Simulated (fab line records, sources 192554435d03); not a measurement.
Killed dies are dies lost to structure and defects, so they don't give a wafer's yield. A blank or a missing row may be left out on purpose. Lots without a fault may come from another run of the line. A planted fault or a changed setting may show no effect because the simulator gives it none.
Split-lot experiment | flow n5_finfet | 7 lots, 39 wafers read, on a route of 1938 steps

THE SPLIT
At N5_BEOL_M15_TRENCH_ETCH_34 (etches SiO2 in C4F8/O2/Ar, target depth 872.93 nm, time 199 s), the setting time_s was moved away from the recipe's 199 s on 9 of the 39 wafers read, by -30.9% to +32.7%. The other wafers ran this setting at the recipe's value.

FROM THE SPLIT TO THE READING: what the file shows between them, 7 steps
- N5_BEOL_M15_STRIP_36: strips in O2
- N5_BEOL_M15_ECD_47: material Cu, target thk 1860 nm
- N5_BEOL_M15_ANNEAL_48: time 90 s
- N5_BEOL_M15_CMP_49: polishes, stops on SiO2, t overpolish 4.9 s, target thk 850 nm
- N5_BEOL_M15_THK_MEAS_50: measures by xrf
- N5_BEOL_M15_PRE_CLEAN_52: time 15 s
- N5_BEOL_M15_DEP_53: deposits SiCN from 3MS/NH3, target thk 50 nm, time 17.8 s

THE READING
M15_RS, in ohm/sq, at N5_BEOL_M15_RS_MEAS_54 (measures by four-point-probe). Fault-free wafers of this fab line usually give 0.0215 ohm/sq, standard deviation 0.00032 ohm/sq.

wafer  | tool, chamber at the split | time_s as run, s | against the recipe | M15_RS, ohm/sq | against lot-mates on the recipe
L081.1 | rie_diel-04, 1             | 199              | recipe             | 0.0219         | -
L081.2 | rie_diel-04, 3             | 199              | recipe             | 0.0215         | -
L081.3 | rie_diel-04, 0             | 199              | recipe             | 0.0212         | -
L081.4 | rie_diel-04, 1             | 199              | recipe             | 0.0219         | -
L081.5 | rie_diel-04, 0             | 199              | recipe             | 0.0214         | -
L081.6 | rie_diel-04, 3             | 199              | recipe             | 0.0214         | -
L083.1 | rie_diel-06, 3             | 199              | recipe             | 0.0215         | -
L083.2 | rie_diel-06, 1             | 199              | recipe             | 0.0214         | -
L083.3 | rie_diel-06, 0             | 199              | recipe             | 0.0212         | -
L083.4 | rie_diel-06, 2             | 199              | recipe             | 0.0216         | -
L083.5 | rie_diel-06, 1             | 199              | recipe             | 0.0212         | -
L083.6 | rie_diel-06, 0             | 199              | recipe             | 0.0211         | -
L086.1 | rie_diel-03, 1             | 199              | recipe             | 0.0220         | -
L086.2 | rie_diel-03, 0             | 199              | recipe             | 0.0215         | -
L086.5 | rie_diel-03, 0             | 199              | recipe             | 0.0213         | -
L088.1 | rie_diel-06, 2             | 137.6            | -30.9%             | 0.0318         | +0.0104
L088.2 | rie_diel-06, 0             | 199              | recipe             | 0.0211         | -
L088.3 | rie_diel-06, 3             | 137.6            | -30.9%             | 0.0314         | +0.0100
L088.4 | rie_diel-06, 1             | 199              | recipe             | 0.0214         | -
L088.5 | rie_diel-06, 3             | 137.6            | -30.9%             | 0.0313         | +0.0099
L088.6 | rie_diel-06, 2             | 199              | recipe             | 0.0217         | -
L094.1 | rie_diel-06, 2             | 199              | recipe             | 0.0215         | -
L094.2 | rie_diel-06, 3             | 244.6            | +22.9%             | 0.0175         | -0.0040
L094.3 | rie_diel-06, 1             | 244.6            | +22.9%             | 0.0172         | -0.0043
L094.4 | rie_diel-06, 0             | 199              | recipe             | 0.0214         | -
L094.5 | rie_diel-06, 3             | 244.6            | +22.9%             | 0.0173         | -0.0042
L094.6 | rie_diel-06, 2             | 199              | recipe             | 0.0216         | -
L096.1 | rie_diel-04, 3             | 264.1            | +32.7%             | 0.0161         | -0.0049
L096.2 | rie_diel-04, 1             | 199              | recipe             | 0.0210         | -
L096.3 | rie_diel-04, 2             | 264.1            | +32.7%             | 0.0161         | -0.0049
L096.4 | rie_diel-04, 0             | 199              | recipe             | 0.0214         | -
L096.5 | rie_diel-04, 0             | 264.1            | +32.7%             | 0.0159         | -0.0051
L096.6 | rie_diel-04, 1             | 199              | recipe             | 0.0207         | -
L097.1 | rie_diel-06, 2             | 199              | recipe             | 0.0216         | -
L097.2 | rie_diel-06, 0             | 199              | recipe             | 0.0213         | -
L097.3 | rie_diel-06, 3             | 199              | recipe             | 0.0215         | -
L097.4 | rie_diel-06, 1             | 199              | recipe             | 0.0213         | -
L097.5 | rie_diel-06, 0             | 199              | recipe             | 0.0214         | -
L097.6 | rie_diel-06, 3             | 199              | recipe             | 0.0217         | -

THE FIT
A straight line over all 39 wafers: M15_RS changes by -0.000233 ohm/sq for each +1% of time_s; r = -0.96; the points scatter about the line by 0.001 ohm/sq.
The same after taking each lot's own level away (the mean of its wafers on the recipe; 39 wafers): -0.000229 ohm/sq for each +1%; r = -0.95; scatter 0.0011 ohm/sq.
On that fit, the largest move of time_s shifts the reading by 0.0075 ohm/sq.
The lots' own levels span 0.02103 to 0.02160 ohm/sq, that is 1.8 times the standard deviation above.
So the lot-to-lot level changes the slope little: the two slopes agree.
Check: with one of the wafers moved furthest among these (+32.7%) left out of the fit, the line predicts -0.00735 ohm/sq for it against its lot-mates. It came out at -0.00493 ohm/sq against them.

OTHER SPLITS ON THESE WAFERS
These wafers also went through other splits before the reading. Each is held against what the fit with the lots' levels taken away leaves over:
other split on the same wafers      | wafers away from the commonest value | r with M15_RS (lot level and that fit taken away)
N5_BEOL_M13_ILD_DEP_00 target_thk_a | 12                                   | +0.06

THE WHOLE CHAIN: every reading that the file lists as answering this split, in the file's order
step                       | what it does                                                   | reading                                                                          | change (the file's fit)               | r (the file's)
N5_BEOL_M15_TRENCH_ETCH_34 | etches SiO2 in C4F8/O2/Ar, target depth 872.93 nm, time 199 s  | etch.depth_nm (the simulator's own value, which no gauge read)                   | +8.47 nm for each +1% of the setting  | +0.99
N5_BEOL_M15_TRENCH_ETCH_34 | etches SiO2 in C4F8/O2/Ar, target depth 872.93 nm, time 199 s  | coat_of_BEOL_M15_COAT_22.thk_nm (the simulator's own value, which no gauge read) | -1.67 nm for each +1% of the setting  | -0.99
N5_BEOL_M15_CMP_49         | polishes, stops on SiO2, t overpolish 4.9 s, target thk 850 nm | Cu_of_BEOL_M15_ECD_47.thk_nm (the simulator's own value, which no gauge read)    | +8.48 nm for each +1% of the setting  | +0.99
N5_BEOL_M15_THK_MEAS_50    | measures by xrf                                                | M15_THK                                                                          | +8.38 for each +1% of the setting     | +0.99
N5_BEOL_M15_RS_MEAS_54     | measures by four-point-probe                                   | M15_RS                                                                           | -0.000223 for each +1% of the setting | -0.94

THE FILE'S OWN FIT
M15_RS changes by -0.000223 ohm/sq for each +1% of time_s, r = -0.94.
